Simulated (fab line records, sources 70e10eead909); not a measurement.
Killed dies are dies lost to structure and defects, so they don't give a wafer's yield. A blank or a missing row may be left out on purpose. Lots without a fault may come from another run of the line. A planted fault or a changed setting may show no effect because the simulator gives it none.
Which tool did it? | flow nand_harc | 24 lots, 72 wafers sampled, at 6 steps of a route of 1302

WHAT THE GAUGES READ, wafer by wafer
NHARC_P_M2_OVL_MEAS_10: pitch 340 nm. Usual: overlay_x_nm 0.0 nm, standard deviation 0.94; overlay_y_nm 0.2 nm, standard deviation 0.78.
lot  | measured     | on         | overlay_x_nm (nm) | overlay_y_nm (nm) | flag
L074 | day 6 12:59  | overlay-02 | -0.3 -0.1 0.2     | 0.4 0.0 0.9       |
L075 | day 6 18:17  | overlay-02 | 1.2 1.5 1.1       | 1.3 1.8 1.3       |
L076 | day 7 00:34  | overlay-02 | -0.5 -0.4 -0.8    | 0.5 -0.2 0.2      |
L077 | day 7 10:51  | overlay-01 | 0.8 1.4 1.1       | 1.2 1.0 1.2       |
L078 | day 8 00:43  | overlay-02 | -0.5 0.0 -0.6     | 0.6 0.6 0.8       |
L079 | day 8 08:59  | overlay-01 | 2.2 1.4 1.9       | 0.6 0.4 0.4       |
L080 | day 8 19:27  | overlay-01 | -1.1 -1.0 -1.0    | -0.9 -0.7 -1.0    |
L081 | day 9 10:25  | overlay-01 | -0.2 -0.7 -0.2    | 0.0 0.4 0.4       |
L082 | day 10 09:03 | overlay-01 | -1.2 -0.5 -1.2    | 0.2 -0.1 0.0      |
L083 | day 10 09:51 | overlay-01 | 0.1 0.2 -0.5      | 0.4 0.6 -0.3      |
L084 | day 10 10:43 | overlay-02 | -1.3 -0.5 -0.6    | 1.2 1.6 1.0       |
L085 | day 11 01:16 | overlay-01 | 1.0 0.9 1.2       | -0.7 -0.7 -0.6    |
L086 | day 11 06:34 | overlay-02 | 0.0 0.1 -0.2      | 1.4 1.1 1.5       |
L087 | day 12 01:47 | overlay-02 | 0.9 0.6 0.6       | 1.3 0.9 0.9       |
L089 | day 12 12:24 | overlay-01 | -0.7 0.1 -0.3     | -1.2 -1.1 -1.1    |
L088 | day 12 15:02 | overlay-01 | 0.6 0.8 0.4       | 0.6 0.5 0.9       |
L090 | day 13 02:07 | overlay-02 | 0.3 -0.3 0.2      | 0.4 0.4 0.3       |
L091 | day 13 10:40 | overlay-02 | -0.2 -1.0 0.3     | -1.1 -1.0 -1.3    |
L093 | day 14 02:42 | overlay-02 | 0.2 0.3 0.0       | -0.1 -0.5 -0.4    |
L092 | day 14 03:20 | overlay-02 | -1.0 -0.3 -1.2    | -0.3 -0.3 -0.4    |
L094 | day 14 23:06 | overlay-02 | 0.0 -0.4 0.2      | 1.1 1.5 0.7       |
L095 | day 15 09:33 | overlay-02 | 1.5 1.5 2.1       | 0.0 -0.2 -0.5     |
L097 | day 16 00:14 | overlay-02 | -0.7 -1.1 -1.0    | -0.4 -0.6 -0.2    |
L096 | day 16 01:38 | overlay-01 | -1.6 -1.5 -1.7    | -0.8 -0.8 -0.8    |

NHARC_P_BONDPAD_THK_MEAS_33: measures by ellipsometry. Usual: thk_nm 199.9 nm, standard deviation 1.1.
lot  | measured     | on            | thk_nm (nm)       | flag
L074 | day 6 16:55  | film_metro-02 | 199.9 198.8 202.4 |
L075 | day 6 22:12  | film_metro-02 | 200.1 200.2 200.8 |
L076 | day 7 04:26  | film_metro-01 | 199.1 200.0 200.0 |
L077 | day 7 14:44  | film_metro-02 | 199.4 202.0 199.3 |
L078 | day 8 04:37  | film_metro-01 | 200.5 198.8 200.3 |
L079 | day 8 12:53  | film_metro-01 | 199.0 198.8 200.0 |
L080 | day 8 23:20  | film_metro-02 | 200.0 200.5 201.2 |
L081 | day 9 14:18  | film_metro-01 | 199.2 199.9 197.6 |
L082 | day 10 12:58 | film_metro-01 | 201.0 200.8 201.4 |
L083 | day 10 13:44 | film_metro-01 | 200.9 200.2 199.4 |
L084 | day 10 14:40 | film_metro-01 | 199.8 199.9 199.2 |
L085 | day 11 05:14 | film_metro-01 | 200.5 198.6 199.9 |
L086 | day 11 10:29 | film_metro-02 | 198.2 198.3 201.4 |
L087 | day 12 05:45 | film_metro-01 | 199.5 203.0 200.0 |
L089 | day 12 16:18 | film_metro-01 | 198.6 199.5 198.2 |
L088 | day 12 19:02 | film_metro-02 | 200.8 201.2 200.2 |
L090 | day 13 06:00 | film_metro-01 | 199.8 199.3 200.3 |
L091 | day 13 14:53 | film_metro-02 | 200.6 200.2 198.1 |
L093 | day 14 06:36 | film_metro-02 | 199.7 202.8 200.7 |
L092 | day 14 07:13 | film_metro-02 | 199.7 201.5 202.0 |
L094 | day 15 02:59 | film_metro-01 | 198.3 199.9 199.2 |
L095 | day 15 13:27 | film_metro-01 | 199.4 199.5 201.7 |
L097 | day 16 04:08 | film_metro-02 | 201.4 199.5 202.2 |
L096 | day 16 05:50 | film_metro-01 | 199.3 200.5 199.4 |

NHARC_P_BONDPAD_CD_MEAS_13. Usual: cd_nm 499.6 nm, standard deviation 1.3.
lot  | measured     | on        | cd_nm (nm)        | flag
L074 | day 6 18:01  | cd_sem-03 | 499.5 500.4 498.9 |
L075 | day 6 23:18  | cd_sem-02 | 500.2 499.6 499.4 |
L076 | day 7 05:32  | cd_sem-02 | 500.7 501.3 500.5 |
L077 | day 7 15:50  | cd_sem-01 | 500.6 499.5 500.6 |
L078 | day 8 05:46  | cd_sem-01 | 498.2 500.1 498.0 |
L079 | day 8 14:01  | cd_sem-03 | 498.9 497.1 497.7 |
L080 | day 9 00:26  | cd_sem-03 | 500.3 500.9 499.0 |
L081 | day 9 15:26  | cd_sem-02 | 499.6 499.3 497.1 |
L082 | day 10 14:07 | cd_sem-02 | 500.8 501.3 501.7 |
L083 | day 10 14:53 | cd_sem-01 | 500.5 500.1 498.2 |
L084 | day 10 15:46 | cd_sem-02 | 497.7 497.8 498.2 |
L085 | day 11 06:23 | cd_sem-02 | 503.2 500.4 503.5 |
L086 | day 11 11:38 | cd_sem-03 | 498.5 498.9 499.0 |
L087 | day 12 06:53 | cd_sem-01 | 499.9 499.8 500.0 |
L089 | day 12 17:23 | cd_sem-03 | 498.8 498.5 499.6 |
L088 | day 12 20:09 | cd_sem-02 | 500.6 500.5 498.0 |
L090 | day 13 07:06 | cd_sem-01 | 500.8 499.0 499.2 |
L091 | day 13 15:58 | cd_sem-01 | 498.6 500.6 498.3 |
L093 | day 14 07:37 | cd_sem-02 | 499.3 497.8 500.1 |
L092 | day 14 08:19 | cd_sem-02 | 499.8 497.9 500.1 |
L094 | day 15 04:05 | cd_sem-02 | 499.6 497.8 500.0 |
L095 | day 15 14:33 | cd_sem-01 | 501.2 501.4 503.0 |
L097 | day 16 05:13 | cd_sem-03 | 500.1 497.2 499.6 |
L096 | day 16 06:51 | cd_sem-01 | 497.3 499.7 499.6 |

WHICH TOOL RAN EACH LOT (tool, then ch and the chambers of the sampled wafers, then the start)
lot  | NHARC_P_M1_STRIP_18                | NHARC_P_M2_ETCH_28                            | NHARC_P_M2_ANNEAL_31
L074 | rie_diel-11 ch 0,1,2, day 6 08:47  | rie_diel-12 ch 0,1,2, day 6 14:51 or earlier  | rtp_anneal-02 ch 0, day 6 14:51
L075 | rie_diel-11 ch 0,1,3, day 6 14:43  | rie_diel-12 ch 1,2,3, day 6 20:09 or earlier  | rtp_anneal-02 ch 0, day 6 20:09
L076 | rie_diel-08 ch 0,1,3, day 6 20:58  | rie_diel-12 ch 0,1,2, day 7 02:25 or earlier  | rtp_anneal-01 ch 0, day 7 02:25
L077 | rie_diel-08 ch 1,2,3, day 7 07:06  | rie_diel-12 ch 0,1, day 7 12:45 or earlier    | rtp_anneal-01 ch 0, day 7 12:45
L078 | rie_diel-08 ch 0,2,3, day 7 21:02  | rie_diel-12 ch 1,3, day 8 02:34 or earlier    | rtp_anneal-02 ch 0, day 8 02:34
L079 | rie_diel-11 ch 1,3, day 8 04:58    | rie_diel-12 ch 0,1, day 8 10:54 or earlier    | rtp_anneal-02 ch 0, day 8 10:54
L080 | rie_diel-11 ch 2,3, day 8 15:53    | rie_diel-12 ch 1,2,3, day 8 21:21 or earlier  | rtp_anneal-01 ch 0, day 8 21:21
L081 | rie_diel-11 ch 0,3, day 9 06:46    | rie_diel-02 ch 1,2, day 9 12:19 or earlier    | rtp_anneal-01 ch 0, day 9 12:19
L082 | rie_diel-11 ch 0,1,3, day 10 05:29 | rie_diel-12 ch 0,2,3, day 10 10:58 or earlier | rtp_anneal-02 ch 0, day 10 10:58
L083 | rie_diel-13 ch 0,1,2, day 10 06:07 | rie_diel-12 ch 1,2, day 10 11:46 or earlier   | rtp_anneal-02 ch 0, day 10 11:46
L084 | rie_diel-13 ch 0,1, day 10 07:00   | rie_diel-09 ch 0,2, day 10 12:43 or earlier   | rtp_anneal-01 ch 0, day 10 12:43
L085 | rie_diel-08 ch 2,3, day 10 21:38   | rie_diel-02 ch 0,1, day 11 03:08 or earlier   | rtp_anneal-02 ch 0, day 11 03:08
L086 | rie_diel-11 ch 0,2, day 11 02:53   | rie_diel-02 ch 0,1, day 11 08:28 or earlier   | rtp_anneal-02 ch 0, day 11 08:28
L087 | rie_diel-13 ch 1,2, day 11 22:13   | rie_diel-09 ch 0,3, day 12 03:43 or earlier   | rtp_anneal-02 ch 0, day 12 03:43
L089 | rie_diel-11 ch 0,1, day 12 08:41   | rie_diel-02 ch 0,1,3, day 12 14:16 or earlier | rtp_anneal-02 ch 0, day 12 14:16
L088 | rie_diel-08 ch 1,2,3, day 12 11:30 | rie_diel-02 ch 0,2,3, day 12 16:56 or earlier | rtp_anneal-01 ch 0, day 12 16:56
L090 | rie_diel-08 ch 0,1,2, day 12 22:28 | rie_diel-09 ch 1,2,3, day 13 03:58 or earlier | rtp_anneal-02 ch 0, day 13 03:58
L091 | rie_diel-08 ch 0,1,3, day 13 07:07 | rie_diel-12 ch 0,3, day 13 12:36 or earlier   | rtp_anneal-02 ch 0, day 13 12:36
L093 | rie_diel-13 ch 2,3, day 13 22:58   | rie_diel-02 ch 0,1,3, day 14 04:34 or earlier | rtp_anneal-02 ch 0, day 14 04:34
L092 | rie_diel-13 ch 0,1, day 13 23:28   | rie_diel-02 ch 0,3, day 14 05:20 or earlier   | rtp_anneal-01 ch 0, day 14 05:20
L094 | rie_diel-11 ch 0,1,3, day 14 19:33 | rie_diel-02 ch 0,1,3, day 15 00:57 or earlier | rtp_anneal-02 ch 0, day 15 00:57
L095 | rie_diel-08 ch 1,2,3, day 15 06:02 | rie_diel-09 ch 1,2,3, day 15 11:25 or earlier | rtp_anneal-01 ch 0, day 15 11:25
L097 | rie_diel-11 ch 1,2,3, day 15 20:44 | rie_diel-09 ch 0,1,2, day 16 02:08 or earlier | rtp_anneal-01 ch 0, day 16 02:08
L096 | rie_diel-11 ch 0,1,3, day 15 21:25 | rie_diel-09 ch 1,2,3, day 16 03:35 or earlier | rtp_anneal-02 ch 0, day 16 03:35
- NHARC_P_M1_STRIP_18: strips in N2/H2.
- NHARC_P_M2_ETCH_28: etches the open film in CF4/N2, target depth 30 nm, time 72.99 s.
- NHARC_P_M2_ANNEAL_31: time 90 s.

WHAT THE TOOLS THEMSELVES READ (means of the sampled wafers that have a number; where no wafer has one, the mark that the record gives instead)
NHARC_P_M1_STRIP_18. Usual: drypump_motor_current_A 5.8 A, standard deviation 0.48; h2_flow_sccm 150.0 sccm, standard deviation 0.45; oes_product_au 1.003 a.u., standard deviation 0.0086; rf_vpp_V 90.6 V, standard deviation 0.74; showerhead_plenum_p_Torr 2.03 Torr, standard deviation 0.063; throttle_valve_pct 14.172 %, standard deviation 0.0094.
lot  | tool        | drypump_motor_current_A (A) | h2_flow_sccm (sccm) | oes_product_au (a.u.) | rf_vpp_V (V) | showerhead_plenum_p_Torr (Torr) | throttle_valve_pct (%) | flag
L074 | rie_diel-11 | 5.9                         | 149.9               | 0.996                 | 90.8         | 2.04                            | 14.172                 |
L075 | rie_diel-11 | 5.9                         | 150.2               | 0.997                 | 90.9         | 2.08                            | 14.176                 |
L076 | rie_diel-08 | 5.5                         | 149.8               | 0.997                 | 89.8         | 1.99                            | 14.155                 |
L077 | rie_diel-08 | 5.8                         | 150.0               | 0.998                 | 90.2         | 1.98                            | 14.167                 |
L078 | rie_diel-08 | 5.5                         | 150.0               | 0.991                 | 90.4         | 2.04                            | 14.177                 |
L079 | rie_diel-11 | 5.8                         | 149.9               | 1.005                 | 90.9         | 2.10                            | 14.176                 |
L080 | rie_diel-11 | 5.9                         | 149.8               | 1.004                 | 89.9         | 2.08                            | 14.178                 |
L081 | rie_diel-11 | 6.1                         | 150.2               | 1.000                 | 91.4         | 2.10                            | 14.166                 |
L082 | rie_diel-11 | 5.9                         | 150.0               | 1.005                 | 91.5         | 2.07                            | 14.169                 |
L083 | rie_diel-13 | 6.0                         | 149.6               | 1.011                 | 90.8         | 2.03                            | 14.170                 |
L084 | rie_diel-13 | 6.5                         | 149.9               | 1.000                 | 91.1         | 2.03                            | 14.177                 |
L085 | rie_diel-08 | 5.9                         | 150.3               | 1.004                 | 90.9         | 2.03                            | 14.173                 |
L086 | rie_diel-11 | 6.2                         | 150.0               | 0.997                 | 91.5         | 2.04                            | 14.170                 |
L087 | rie_diel-13 | 5.4                         | 150.6               | 1.006                 | 90.2         | 2.02                            | 14.174                 |
L089 | rie_diel-11 | 5.8                         | 150.3               | 1.015                 | 89.8         | 2.05                            | 14.166                 |
L088 | rie_diel-08 | 5.8                         | 149.8               | 1.006                 | 90.6         | 1.98                            | 14.172                 |
L090 | rie_diel-08 | 5.6                         | 150.0               | 1.008                 | 90.6         | 2.00                            | 14.177                 |
L091 | rie_diel-08 | 5.5                         | 149.3               | 1.015                 | 90.9         | 1.99                            | 14.162                 |
L093 | rie_diel-13 | 5.1                         | 150.2               | 1.002                 | 90.4         | 1.94                            | 14.174                 |
L092 | rie_diel-13 | 6.5                         | 150.3               | 0.996                 | 90.5         | 2.07                            | 14.173                 |
L094 | rie_diel-11 | 5.9                         | 150.2               | 0.999                 | 91.0         | 2.07                            | 14.184                 |
L095 | rie_diel-08 | 5.8                         | 149.9               | 1.003                 | 90.6         | 1.97                            | 14.170                 |
L097 | rie_diel-11 | 5.7                         | 150.1               | 1.016                 | 90.3         | 2.05                            | 14.166                 |
L096 | rie_diel-11 | 5.9                         | 149.6               | 1.000                 | 91.0         | 2.07                            | 14.172                 |

NHARC_P_M2_ETCH_28. Usual: drypump_motor_current_A 5.6 A, standard deviation 0.43; oes_product_au 1.003 a.u., standard deviation 0.009; rf_vpp_V 314.9 V, standard deviation 1.9; showerhead_plenum_p_Torr 2.67 Torr, standard deviation 0.1; throttle_valve_pct 19.795 %, standard deviation 0.009.
lot  | tool        | drypump_motor_current_A (A) | oes_product_au (a.u.) | rf_vpp_V (V) | showerhead_plenum_p_Torr (Torr) | throttle_valve_pct (%) | flag
L074 | rie_diel-12 | 5.6                         | 1.014                 | 314.6        | 2.70                            | 19.788                 |
L075 | rie_diel-12 | 5.6                         | 1.002                 | 315.3        | 2.72                            | 19.792                 |
L076 | rie_diel-12 | 5.6                         | 1.013                 | 315.7        | 2.70                            | 19.794                 |
L077 | rie_diel-12 | 5.8                         | 1.006                 | 315.9        | 2.69                            | 19.802                 |
L078 | rie_diel-12 | 5.6                         | 1.009                 | 316.0        | 2.74                            | 19.795                 |
L079 | rie_diel-12 | 5.8                         | 1.004                 | 314.7        | 2.69                            | 19.800                 |
L080 | rie_diel-12 | 5.6                         | 1.016                 | 316.1        | 2.71                            | 19.792                 |
L081 | rie_diel-02 | 5.7                         | 0.992                 | 313.6        | 2.63                            | 19.800                 |
L082 | rie_diel-12 | 5.3                         | 1.011                 | 316.0        | 2.73                            | 19.796                 |
L083 | rie_diel-12 | 5.6                         | 1.005                 | 315.5        | 2.69                            | 19.790                 |
L084 | rie_diel-09 | 5.6                         | 1.007                 | 313.7        | 2.60                            | 19.811                 |
L085 | rie_diel-02 | 5.5                         | 0.999                 | 316.0        | 2.73                            | 19.794                 |
L086 | rie_diel-02 | 5.5                         | 1.010                 | 315.6        | 2.73                            | 19.791                 |
L087 | rie_diel-09 | 6.4                         | 1.008                 | 314.3        | 2.64                            | 19.791                 |
L089 | rie_diel-02 | 5.4                         | 0.993                 | 316.3        | 2.73                            | 19.788                 |
L088 | rie_diel-02 | 5.5                         | 0.996                 | 314.3        | 2.65                            | 19.787                 |
L090 | rie_diel-09 | 5.8                         | 0.994                 | 312.9        | 2.52                            | 19.806                 |
L091 | rie_diel-12 | 5.3                         | 1.002                 | 316.1        | 2.76                            | 19.787                 |
L093 | rie_diel-02 | 5.4                         | 1.003                 | 315.1        | 2.73                            | 19.812                 |
L092 | rie_diel-02 | 5.4                         | 1.009                 | 316.0        | 2.74                            | 19.798                 |
L094 | rie_diel-02 | 5.4                         | 0.994                 | 315.6        | 2.73                            | 19.793                 |
L095 | rie_diel-09 | 5.8                         | 1.000                 | 312.9        | 2.52                            | 19.796                 |
L097 | rie_diel-09 | 5.8                         | 0.993                 | 312.9        | 2.60                            | 19.799                 |
L096 | rie_diel-09 | 5.8                         | 0.993                 | 313.4        | 2.52                            | 19.807                 |

NHARC_P_M2_ANNEAL_31. Usual: wafer_temp_C_max 226.2, standard deviation 0.48.
lot  | tool          | wafer_temp_C_max | flag
L074 | rtp_anneal-02 | 225.8            |
L075 | rtp_anneal-02 | 226.0            |
L076 | rtp_anneal-01 | 227.2            |
L077 | rtp_anneal-01 | 226.6            |
L078 | rtp_anneal-02 | 225.8            |
L079 | rtp_anneal-02 | 225.9            |
L080 | rtp_anneal-01 | 226.6            |
L081 | rtp_anneal-01 | 226.5            |
L082 | rtp_anneal-02 | 226.3            |
L083 | rtp_anneal-02 | 226.0            |
L084 | rtp_anneal-01 | 227.1            |
L085 | rtp_anneal-02 | 226.1            |
L086 | rtp_anneal-02 | 225.9            |
L087 | rtp_anneal-02 | 225.9            |
L089 | rtp_anneal-02 | 226.0            |
L088 | rtp_anneal-01 | 227.1            |
L090 | rtp_anneal-02 | 226.0            |
L091 | rtp_anneal-02 | 225.9            |
L093 | rtp_anneal-02 | 225.8            |
L092 | rtp_anneal-01 | 226.8            |
L094 | rtp_anneal-02 | 225.8            |
L095 | rtp_anneal-01 | 226.8            |
L097 | rtp_anneal-01 | 226.4            |
L096 | rtp_anneal-02 | 226.1            |

THE ANSWER, worked out from the rows above alone
Rule: a lot is off if the mean of its wafers that have a number lies more than 3 standard deviations from the usual mean. A lot without any number at a reading at which 4 lots or more have one is off too. The other lots that the step has rows for count as sound. The gauges are gone through in route order, then the tools' own readings, and for those a lot's mean is taken as printed above. The first step at which some lot is off is used, and at that step the reading that is off furthest; a lot without a number counts as furthest.
No lot is off at any reading shown: from this, nothing can be told.

WHAT THE SIMULATOR HAD PUT IN
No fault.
